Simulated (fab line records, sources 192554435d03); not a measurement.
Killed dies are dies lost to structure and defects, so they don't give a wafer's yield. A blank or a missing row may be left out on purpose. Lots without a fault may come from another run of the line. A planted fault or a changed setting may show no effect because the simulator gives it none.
Which tool did it? | flow n5_finfet | 24 lots, 72 wafers sampled, at 5 steps of a route of 1938

WHAT THE GAUGES READ, wafer by wafer
N5_BEOL_M4_OVL_MEAS_12.
lot  | measured     | on         | M4_OVL (nm)
L074 | day 7 11:37  | overlay-01 | -0.5 -1.6 -1.6
L075 | day 7 16:14  | overlay-02 | 0.8 -0.8 0.1
L076 | day 7 20:19  | overlay-02 | -0.5 -0.1 0.3
L078 | day 8 03:50  | overlay-01 | 0.8 0.8 -0.5
L077 | day 8 04:38  | overlay-02 | -0.5 -0.4 0.8
L079 | day 8 14:00  | overlay-01 | -0.1 0.2 1.0
L080 | day 9 06:56  | overlay-02 | -0.2 -1.5 -0.1
L081 | day 9 19:29  | overlay-02 | -0.5 0.1 -0.1
L084 | day 9 19:43  | overlay-01 | 0.2 0.3 -0.3
L082 | day 9 20:35  | overlay-02 | 0.1 -0.9 0.2
L083 | day 9 22:44  | overlay-01 | 0.1 -1.1 0.3
L085 | day 10 00:08 | overlay-01 | 0.0 -0.3 0.1
L086 | day 10 00:47 | overlay-02 | -0.8 0.1 0.1
L087 | day 10 04:28 | overlay-02 | -1.0 -1.5 -1.2
L089 | day 11 13:59 | overlay-01 | 0.9 -0.3 0.9
L088 | day 11 14:06 | overlay-01 | -1.2 0.4 0.2
L090 | day 11 15:41 | overlay-02 | -0.5 -0.2 0.3
L091 | day 11 21:31 | overlay-02 | -0.4 -0.3 -0.6
L092 | day 11 23:47 | overlay-01 | -0.5 -0.3 -1.1
L093 | day 12 02:59 | overlay-02 | -0.3 -0.5 -0.9
L095 | day 12 13:17 | overlay-02 | -0.3 0.5 0.6
L094 | day 12 23:59 | overlay-02 | 1.4 0.4 0.0
L097 | day 13 07:35 | overlay-02 | 0.0 0.4 -0.3
L096 | day 13 14:16 | overlay-01 | -0.8 -1.2 -0.7

WHICH TOOL RAN EACH LOT (tool, then ch and the chambers of the sampled wafers, then the start)
lot  | N5_BEOL_M3_ANNEAL_49         | N5_BEOL_M3_SPUTTER_88        | N5_BEOL_M3_ANNEAL_89         | N5_BEOL_M4_ILD_DEP_00
L074 | pvd_sputter-03, day 7 08:11  | pvd_sputter-03, day 7 08:59  | pvd_sputter-03, day 7 09:04  | pecvd-04 ch 0,1,2, day 7 11:01
L075 | pvd_sputter-03, day 7 11:34  | pvd_sputter-03, day 7 12:22  | pvd_sputter-03, day 7 12:26  | pecvd-01 ch 1,2, day 7 14:22
L076 | pvd_sputter-03, day 7 15:02  | pvd_sputter-03, day 7 15:50  | pvd_sputter-03, day 7 15:55  | pecvd-04 ch 0,1, day 7 17:54
L078 | pvd_sputter-03, day 7 23:39  | pvd_sputter-03, day 8 00:27  | pvd_sputter-03, day 8 00:32  | pecvd-04 ch 0,1,2, day 8 02:26
L077 | pvd_sputter-02, day 8 00:46  | pvd_sputter-02, day 8 01:34  | pvd_sputter-02, day 8 01:39  | pecvd-01 ch 0,1,2, day 8 03:34
L079 | pvd_sputter-02, day 8 07:13  | pvd_sputter-02, day 8 08:01  | pvd_sputter-02, day 8 08:06  | pecvd-01 ch 0,1, day 8 10:05
L080 | pvd_sputter-03, day 9 01:26  | pvd_sputter-03, day 9 02:14  | pvd_sputter-03, day 9 02:19  | pecvd-02 ch 0,1,2, day 9 04:14
L081 | pvd_sputter-01, day 9 14:14  | pvd_sputter-01, day 9 15:02  | pvd_sputter-01, day 9 15:07  | pecvd-04 ch 0,2, day 9 17:04
L084 | pvd_sputter-03, day 9 14:31  | pvd_sputter-03, day 9 15:19  | pvd_sputter-03, day 9 15:24  | pecvd-01 ch 0,1, day 9 17:19
L082 | pvd_sputter-02, day 9 17:08  | pvd_sputter-02, day 9 17:56  | pvd_sputter-02, day 9 18:01  | pecvd-04 ch 0,2, day 9 19:59
L083 | pvd_sputter-03, day 9 17:38  | pvd_sputter-03, day 9 18:26  | pvd_sputter-03, day 9 18:31  | pecvd-04 ch 1,2, day 9 20:25
L085 | pvd_sputter-03, day 9 20:26  | pvd_sputter-03, day 9 21:14  | pvd_sputter-03, day 9 21:19  | pecvd-04 ch 0,2, day 9 23:16
L086 | pvd_sputter-01, day 9 20:43  | pvd_sputter-01, day 9 21:31  | pvd_sputter-01, day 9 21:35  | pecvd-04 ch 0,1,2, day 9 23:40
L087 | pvd_sputter-03, day 10 00:32 | pvd_sputter-03, day 10 01:20 | pvd_sputter-03, day 10 01:25 | pecvd-04 ch 0,1,2, day 10 03:23
L089 | pvd_sputter-02, day 11 09:19 | pvd_sputter-02, day 11 10:07 | pvd_sputter-02, day 11 10:12 | pecvd-01 ch 0,2, day 11 12:08
L088 | pvd_sputter-03, day 11 09:37 | pvd_sputter-03, day 11 10:25 | pvd_sputter-03, day 11 10:30 | pecvd-02 ch 0,2, day 11 12:30
L090 | pvd_sputter-02, day 11 11:55 | pvd_sputter-02, day 11 12:43 | pvd_sputter-02, day 11 12:47 | pecvd-01 ch 0,2, day 11 14:58
L091 | pvd_sputter-03, day 11 17:32 | pvd_sputter-03, day 11 18:20 | pvd_sputter-03, day 11 18:25 | pecvd-02 ch 0,2, day 11 20:20
L092 | pvd_sputter-03, day 11 19:23 | pvd_sputter-03, day 11 20:11 | pvd_sputter-03, day 11 20:16 | pecvd-04 ch 0,2, day 11 22:20
L093 | pvd_sputter-02, day 11 22:05 | pvd_sputter-02, day 11 22:53 | pvd_sputter-02, day 11 22:58 | pecvd-04 ch 0,1, day 12 00:55
L095 | pvd_sputter-01, day 12 09:33 | pvd_sputter-01, day 12 10:21 | pvd_sputter-01, day 12 10:26 | pecvd-02 ch 0,1, day 12 12:29
L094 | pvd_sputter-01, day 12 18:44 | pvd_sputter-01, day 12 19:32 | pvd_sputter-01, day 12 19:37 | pecvd-02 ch 0,1,2, day 12 21:34
L097 | pvd_sputter-01, day 13 01:49 | pvd_sputter-01, day 13 02:37 | pvd_sputter-01, day 13 02:42 | pecvd-02 ch 0,1,2, day 13 04:38
L096 | pvd_sputter-01, day 13 08:31 | pvd_sputter-01, day 13 09:19 | pvd_sputter-01, day 13 09:24 | pecvd-04 ch 0,1,2, day 13 12:28
- N5_BEOL_M3_ANNEAL_49: time 240 s.
- N5_BEOL_M3_SPUTTER_88: material Cu, target thk 4.5 nm, time 8.29 s.
- N5_BEOL_M3_ANNEAL_89: time 240 s.
- N5_BEOL_M4_ILD_DEP_00: deposits SiOC from DEMS/O2, target thk 79 nm, time 15.3 s.

WHAT THE TOOLS THEMSELVES READ (means of the sampled wafers that have a number; where no wafer has one, the mark that the record gives instead)
N5_BEOL_M3_ANNEAL_49.
lot  | tool           | heater_power_w (W)
L074 | pvd_sputter-03 | 874
L075 | pvd_sputter-03 | 799
L076 | pvd_sputter-03 | 807
L078 | pvd_sputter-03 | 853
L077 | pvd_sputter-02 | 842
L079 | pvd_sputter-02 | 812
L080 | pvd_sputter-03 | 863
L081 | pvd_sputter-01 | 934
L084 | pvd_sputter-03 | 726
L082 | pvd_sputter-02 | 739
L083 | pvd_sputter-03 | 856
L085 | pvd_sputter-03 | 866
L086 | pvd_sputter-01 | 829
L087 | pvd_sputter-03 | 783
L089 | pvd_sputter-02 | 792
L088 | pvd_sputter-03 | 786
L090 | pvd_sputter-02 | 822
L091 | pvd_sputter-03 | 792
L092 | pvd_sputter-03 | 803
L093 | pvd_sputter-02 | 795
L095 | pvd_sputter-01 | 892
L094 | pvd_sputter-01 | 880
L097 | pvd_sputter-01 | 881
L096 | pvd_sputter-01 | 885

N5_BEOL_M3_SPUTTER_88.
lot  | tool           | throttle_valve_pct (%)
L074 | pvd_sputter-03 | 30.9
L075 | pvd_sputter-03 | 30.3
L076 | pvd_sputter-03 | 30.7
L078 | pvd_sputter-03 | 29.7
L077 | pvd_sputter-02 | 29.8
L079 | pvd_sputter-02 | 29.0
L080 | pvd_sputter-03 | 30.5
L081 | pvd_sputter-01 | 30.1
L084 | pvd_sputter-03 | 30.2
L082 | pvd_sputter-02 | 30.0
L083 | pvd_sputter-03 | 29.7
L085 | pvd_sputter-03 | 30.5
L086 | pvd_sputter-01 | 29.2
L087 | pvd_sputter-03 | 29.9
L089 | pvd_sputter-02 | 30.2
L088 | pvd_sputter-03 | 29.9
L090 | pvd_sputter-02 | 28.5
L091 | pvd_sputter-03 | 30.3
L092 | pvd_sputter-03 | 30.5
L093 | pvd_sputter-02 | 30.0
L095 | pvd_sputter-01 | 29.6
L094 | pvd_sputter-01 | 29.9
L097 | pvd_sputter-01 | 29.3
L096 | pvd_sputter-01 | 30.0

N5_BEOL_M3_ANNEAL_89.
lot  | tool           | heater_power_w (W)
L074 | pvd_sputter-03 | 872
L075 | pvd_sputter-03 | 793
L076 | pvd_sputter-03 | 804
L078 | pvd_sputter-03 | 852
L077 | pvd_sputter-02 | 848
L079 | pvd_sputter-02 | 807
L080 | pvd_sputter-03 | 880
L081 | pvd_sputter-01 | 957
L084 | pvd_sputter-03 | 723
L082 | pvd_sputter-02 | 739
L083 | pvd_sputter-03 | 845
L085 | pvd_sputter-03 | 874
L086 | pvd_sputter-01 | 829
L087 | pvd_sputter-03 | 784
L089 | pvd_sputter-02 | 791
L088 | pvd_sputter-03 | 799
L090 | pvd_sputter-02 | 826
L091 | pvd_sputter-03 | 800
L092 | pvd_sputter-03 | 804
L093 | pvd_sputter-02 | 799
L095 | pvd_sputter-01 | 872
L094 | pvd_sputter-01 | 887
L097 | pvd_sputter-01 | 890
L096 | pvd_sputter-01 | 908

N5_BEOL_M4_ILD_DEP_00.
lot  | tool     | chamber_pressure_Torr (Torr) | heater_power_w (W) | showerhead_plenum_p_Torr (Torr) | throttle_valve_pct (%)
L074 | pecvd-04 | 4.996                        | 527                | 5.698                           | 12.0
L075 | pecvd-01 | 5.004                        | 447                | 5.702                           | 13.3
L076 | pecvd-04 | 4.985                        | 508                | 5.690                           | 12.3
L078 | pecvd-04 | 5.002                        | 499                | 5.694                           | 11.7
L077 | pecvd-01 | 5.007                        | 451                | 5.686                           | 13.0
L079 | pecvd-01 | 5.001                        | 512                | 5.691                           | 12.9
L080 | pecvd-02 | 4.997                        | 486                | 5.693                           | 11.7
L081 | pecvd-04 | 5.002                        | 578                | 5.705                           | 12.1
L084 | pecvd-01 | 4.992                        | 466                | 5.679                           | 12.7
L082 | pecvd-04 | 4.998                        | 583                | 5.700                           | 11.5
L083 | pecvd-04 | 5.021                        | 495                | 5.701                           | 11.6
L085 | pecvd-04 | 5.001                        | 502                | 5.709                           | 11.7
L086 | pecvd-04 | 4.994                        | 502                | 5.684                           | 12.1
L087 | pecvd-04 | 5.014                        | 545                | 5.690                           | 12.1
L089 | pecvd-01 | 4.995                        | 528                | 5.698                           | 12.1
L088 | pecvd-02 | 4.995                        | 550                | 5.702                           | 11.8
L090 | pecvd-01 | 4.994                        | 496                | 5.693                           | 12.1
L091 | pecvd-02 | 5.001                        | 526                | 5.702                           | 12.1
L092 | pecvd-04 | 5.007                        | 605                | 5.703                           | 12.1
L093 | pecvd-04 | 5.001                        | 515                | 5.689                           | 12.5
L095 | pecvd-02 | 5.003                        | 470                | 5.693                           | 11.9
L094 | pecvd-02 | 5.006                        | 496                | 5.693                           | 11.8
L097 | pecvd-02 | 4.997                        | 455                | 5.696                           | 11.8
L096 | pecvd-04 | 4.992                        | 544                | 5.694                           | 12.2

THE ANSWER, worked out from the rows above alone
Rule: what is usual is taken from the lots themselves. Put in order of their means at a reading, lots are off if they are a third of the lots or fewer, leave a main group of 4 or more, and stand apart from it by a gap of 3 or more times the standard deviation of the main group's means; of several such gaps the widest counts. A main group whose means are all the same, to the digits that the tables above print for the reading, isn't used. A lot without any number at a reading at which 4 lots or more have one is off too. The other lots that the step has rows for count as sound. The gauges are gone through in route order, then the tools' own readings, and for those a lot's mean is taken as printed above. The first step at which some lot is off is used, and at that step the reading that is off furthest; a lot without a number counts as furthest.
No lot is off at any reading shown: from this, nothing can be told.

WHAT THE SIMULATOR HAD PUT IN
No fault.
